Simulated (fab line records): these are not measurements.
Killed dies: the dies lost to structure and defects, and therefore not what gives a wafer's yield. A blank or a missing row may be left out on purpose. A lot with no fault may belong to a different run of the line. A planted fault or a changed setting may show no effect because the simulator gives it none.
fab line records	flow n5-finfet	part 2 of 2: steps 24 to 32 of 32
[record] lots = 5	wafers = 15	last-day = 16
route steps=1938 shown BEOL_M14@1731
lots that met no fault: taken from a fault-free run of the same line
start-h: start of the lot's first displayed wafer, in hours after the record's first day	wait-h: time in hours since the lot's previous step	" unchanged from the row above	L1.1+2: a row that stands for several wafers	- value missing, or start not given	* or withheld: withheld	< > ~ a bound
route shown NAME@n: names a module that has steps shown in the file, with the first one's number in the route	usual: the fault-free wafers' mean and standard deviation	same: alike in all rows	chamber/n: place in a boat	sites: each site's reading	_std_site: their standard deviation	_edge_site: outer sites' mean less inner sites'	radius-mm: for every site, how far away it sits from the centre of the wafer	mask NAME#n: copy n	behind: tool/chamber where the wafer was last shaped	hold: reason for holding the lot/hours on hold/outcome of the hold	device: names the non-switching transistor (n, p or np)	end of line: the same wafers' tests at the end of the route	a step given without rows: its recipe and nothing more	killed: the dies lost at the first sort to structure and to defects; this is not the yield of the wafer	map: the dies of a wafer, with x for killed, . for not killed, _ for no die there
set.NAME: the setting the step ran with; set.NAME@STEP: the setting that earlier step ran with	model.NAME: the simulator's own value behind a step, which no gauge read
certain route steps with their lots: each step a table, each wafer a row
services: when a tool's chamber went out of use (start-h, in hours from the record's first day, below 0 if earlier), for how many hours, and the reason
[[steps]]
[step N5_BEOL_M14_STRIP_70]
[recipe] chemistry = C4F8/O2/Ar	resist = SiARC	rf-frequency-hz = 6e+07
lot.wafer	tool	chamber	start-h	wait-h
L077.3+4+6	rie-diel-04	3,0,2	248.18	0.1
L080.2+4+6	rie-diel-05	3,2,3	266.03	0.1
L079.2+3+6	rie-diel-01	0,3,3	272.90	0.1
L088.2+4+5	rie-diel-01	3,2,0	331.51	0.1
L092.1+4+6	rie-diel-04	2,3,1	353.77	0.1
[step N5_BEOL_M14_OCD_MEAS_35]
[usual] trench-depth-nm = 549/13
lot.wafer	tool	chamber	start-h	wait-h	trench-depth-nm
L077.3	ocd-02	-	248.23	0.0	524
L077.4	"	-	"	"	568
L077.6	"	-	"	"	553
L080.2	ocd-01	-	266.07	0.0	559
L080.4	"	-	"	"	561
L080.6	"	-	"	"	560
L079.2	ocd-01	-	272.94	0.0	553
L079.3	"	-	"	"	571
L079.6	"	-	"	"	569
L088.2	ocd-01	-	331.55	0.0	557
L088.4	"	-	"	"	529
L088.5	"	-	"	"	550
L092.1	ocd-02	-	353.81	0.0	559
L092.4	"	-	"	"	557
L092.6	"	-	"	"	541
[step N5_BEOL_M14_STRIP_37]
[recipe] chemistry = O2	power-w = 600	temp-c = 60	pressure-mtorr = 30	rf-frequency-hz = 6e+07	bias-power-w = 0	overash-fraction = 0.3	o2-flow-sccm = 225
[usual] drypump-motor-current-A = 5.4/0.51	oes-product-au = 0.81/0.094	rf-vpp-V = 3.7/0.96	showerhead-plenum-p-Torr = 2.08/0.083	throttle-valve-pct = 16.56/0.22
lot.wafer	tool	chamber	start-h	wait-h	drypump-motor-current-A	oes-product-au	rf-hours-counter-h	rf-vpp-V	showerhead-plenum-p-Torr	throttle-valve-pct
L077.3	rie-diel-04	2	248.26	0.0	5.3	0.70	221	4.3	2.02	16.67
L077.4	"	1	"	"	5.4	0.90	27	3.5	2.25	16.46
L077.6	"	0	"	"	5.5	0.95	-	4.3	2.03	16.50
L080.2	rie-diel-05	3	266.44	0.4	4.9	0.71	219	3.5	2.00	16.92
L080.4	"	2	"	"	5.2	0.80	-	2.7	2.12	16.40
L080.6	"	0	"	"	5.9	0.86	-	5.2	2.03	16.20
L079.2	rie-diel-05	2	273.00	0.1	5.2	0.80	101	3.1	2.12	16.42
L079.3	"	0	"	"	5.9	0.87	45	5.1	2.03	16.22
L079.6	"	3	"	"	4.9	0.70	-	2.8	2.00	16.95
L088.2	rie-diel-01	0	331.75	0.2	4.9	0.84	68	5.1	2.03	16.57
L088.4	"	3	"	"	4.9	0.87	-	3.1	2.06	16.37
L088.5	"	2	"	"	6.3	0.90	-	3.3	2.03	16.42
L092.1	rie-diel-01	3	357.23	3.4	4.8	0.86	55	2.8	2.06	16.39
L092.4	"	0	"	"	4.9	0.83	78	3.5	2.03	16.55
L092.6	"	2	"	"	6.3	0.87	-	4.0	2.02	16.43
[step N5_BEOL_M14_ETCH_38]
[recipe] chemistry = CF4/N2	target = SiCN	target-depth-a = 1065	taper-deg = 2	time-s = 120.6	ion-energy-ev = 150	mask-material = SiO2	pressure-mtorr = 40	source-w = 430	bias-w = 70	Ar_flow_sccm = 100	cf4-flow-sccm = 60	n2-flow-sccm = 60
[usual] drypump-motor-current-A = 5.4/0.52	oes-product-au = 0.81/0.093	rf-vpp-V = 381.8/2.1	showerhead-plenum-p-Torr = 2.19/0.076	throttle-valve-pct = 15.33/0.25
lot.wafer	tool	chamber	start-h	wait-h	drypump-motor-current-A	oes-product-au	rf-hours-counter-h	rf-vpp-V	showerhead-plenum-p-Torr	throttle-valve-pct
L077.3	rie-diel-04	2	-	-	5.3	0.70	221	380.6	2.10	15.32
L077.4	"	1	"	"	5.3	0.88	27	384.7	2.32	15.10
L077.6	"	0	"	"	5.4	0.95	-	381.2	2.17	15.44
L080.2	rie-diel-05	3	-	-	4.8	0.71	219	379.5	2.09	15.60
L080.4	"	2	"	"	5.2	0.79	-	382.1	2.22	15.12
L080.6	"	0	"	"	6.0	0.87	-	381.2	2.15	15.07
L079.2	rie-diel-05	2	-	-	5.2	0.80	101	381.6	2.22	15.12
L079.3	"	0	"	"	6.0	0.86	45	380.6	2.15	15.05
L079.6	"	3	"	"	4.9	0.70	-	379.3	2.09	15.60
L088.2	rie-diel-01	0	-	-	4.9	0.84	68	381.1	2.16	15.38
L088.4	"	3	"	"	4.9	0.87	-	380.1	2.15	15.01
L088.5	"	2	"	"	6.3	0.84	-	381.7	2.14	15.20
L092.1	rie-diel-01	3	-	-	4.9	0.87	55	381.8	2.14	15.03
L092.4	"	0	"	"	4.9	0.83	78	380.3	2.15	15.38
L092.6	"	2	"	"	6.3	0.84	-	381.5	2.14	15.22
[step N5_BEOL_M14_PRECLEAN_39]
[recipe] chemistry = residue-remover	time-s = 60	temp-c = 40
lot.wafer	tool	chamber	start-h	wait-h
L077.3+4+6	wet-bench-04	5,0,3	248.46	-
L080.2+4+6	wet-bench-05	6,0,2	266.64	-
L079.2+3+6	wet-bench-06	1,2,6	273.20	-
L088.2+4+5	wet-bench-04	4,6,5	331.95	-
L092.1+4+6	wet-bench-04	0,2,3	357.43	-
[step N5_BEOL_M14_SRD_40]
[recipe] time-s = 30	temp-c = 23	rinse-liquid = diw	dry = n2-spin	spin-rpm = 1500	dry-time-s = 30
[same] dry-time-s = 30
lot.wafer	tool	chamber	start-h	wait-h
L077.3+4+6	wet-bench-04	5,0,3	248.48	0.0
L080.2+4+6	wet-bench-05	6,0,2	266.66	0.0
L079.2+3+6	wet-bench-06	1,2,6	273.22	0.0
L088.2+4+5	wet-bench-04	4,6,5	331.97	0.0
L092.1+4+6	wet-bench-04	0,2,3	357.45	0.0
[step N5_BEOL_M14_DEGAS_41]
[recipe] ambient = vacuum	temp-c = 300	time-s = 60
[usual] heater-power-w = 453/38
lot.wafer	tool	chamber	start-h	wait-h	heater-power-w
L077.3	pvd-sputter-01	-	248.63	0.1	514
L077.4	"	-	"	"	422
L077.6	"	-	"	"	509
L080.2	pvd-sputter-01	-	266.94	0.3	511
L080.4	"	-	"	"	442
L080.6	"	-	"	"	527
L079.2	pvd-sputter-03	-	273.88	0.6	433
L079.3	"	-	"	"	431
L079.6	"	-	"	"	437
L088.2	pvd-sputter-02	-	332.24	0.3	395
L088.4	"	-	"	"	479
L088.5	"	-	"	"	445
L092.1	pvd-sputter-01	-	357.88	0.4	533
L092.4	"	-	"	"	441
L092.6	"	-	"	"	528
[step N5_BEOL_M14_PRE_CLEAN_42]
[recipe] gas = H2/He	time-s = 30	temp-c = 300
[usual] heater-power-w = 453/38
lot.wafer	tool	chamber	start-h	wait-h	heater-power-w
L077.3	pvd-sputter-01	-	248.67	0.0	507
L077.4	"	-	"	"	428
L077.6	"	-	"	"	505
L080.2	pvd-sputter-01	-	266.98	0.0	487
L080.4	"	-	"	"	431
L080.6	"	-	"	"	526
L079.2	pvd-sputter-03	-	273.92	0.0	436
L079.3	"	-	"	"	452
L079.6	"	-	"	"	443
L088.2	pvd-sputter-02	-	332.28	0.0	404
L088.4	"	-	"	"	468
L088.5	"	-	"	"	436
L092.1	pvd-sputter-01	-	357.92	0.0	540
L092.4	"	-	"	"	434
L092.6	"	-	"	"	530
[step N5_BEOL_M14_SPUTTER_43]
[recipe] material = TaN	target-thk-a = 150	temp-c = 50	bias-v = 168.6	power-w = 15000	chamber-pressure-pa = 0.12	time-s = 24.19
[usual] substrate-temp-c = 49.99/0.11	throttle-valve-pct = 30.1/0.96
lot.wafer	tool	chamber	start-h	wait-h	substrate-temp-c	throttle-valve-pct
L077.3	pvd-sputter-01	-	248.71	0.0	50.05	29.0
L077.4	"	-	"	"	49.90	31.1
L077.6	"	-	"	"	50.01	29.1
L080.2	pvd-sputter-01	-	267.02	0.0	50.02	28.7
L080.4	"	-	"	"	50.00	29.4
L080.6	"	-	"	"	49.89	31.5
L079.2	pvd-sputter-03	-	273.96	0.0	50.06	30.4
L079.3	"	-	"	"	50.00	28.4
L079.6	"	-	"	"	49.97	29.8
L088.2	pvd-sputter-02	-	332.32	0.0	50.06	30.4
L088.4	"	-	"	"	50.06	31.4
L088.5	"	-	"	"	50.03	30.8
L092.1	pvd-sputter-01	-	357.96	0.0	49.95	31.7
L092.4	"	-	"	"	49.96	28.9
L092.6	"	-	"	"	50.10	31.5
[[services]]
tool	chamber	start-h	hours	kind
krf-scanner-02	-	238.04	0.8	repair
rie-diel-04	-	240.99	2.6	repair
rie-diel-05	1	254.24	8.0	repair
rie-diel-01	0	269.87	1.4	repair
krf-scanner-02	-	275.86	0.5	repair
rie-diel-05	-	282.41	10.9	repair
rie-diel-04	3	299.41	-	clean
rie-diel-04	3	299.41	-	consumable-replace:focus-ring
rie-diel-04	3	299.41	19.9	scheduled-down
rie-diel-04	3	299.41	19.9	vent-cycle
rie-diel-05	2	299.44	23.6	repair
krf-scanner-01	-	309.90	0.3	repair
rie-diel-01	1	317.11	-	clean
rie-diel-01	1	317.11	-	consumable-replace:focus-ring
rie-diel-01	1	317.11	17.8	scheduled-down
rie-diel-01	1	317.11	17.8	vent-cycle
krf-scanner-02	-	319.76	1.0	pm
rie-diel-05	1	319.97	6.9	repair
rie-diel-04	2	320.59	4.6	repair
rie-diel-04	2	325.46	-	clean
krf-scanner-02	-	348.96	1.3	pm
rie-diel-01	1	350.04	2.2	repair
wet-bench-04	-	355.03	1.3	repair
krf-scanner-02	-	356.20	0.8	pm
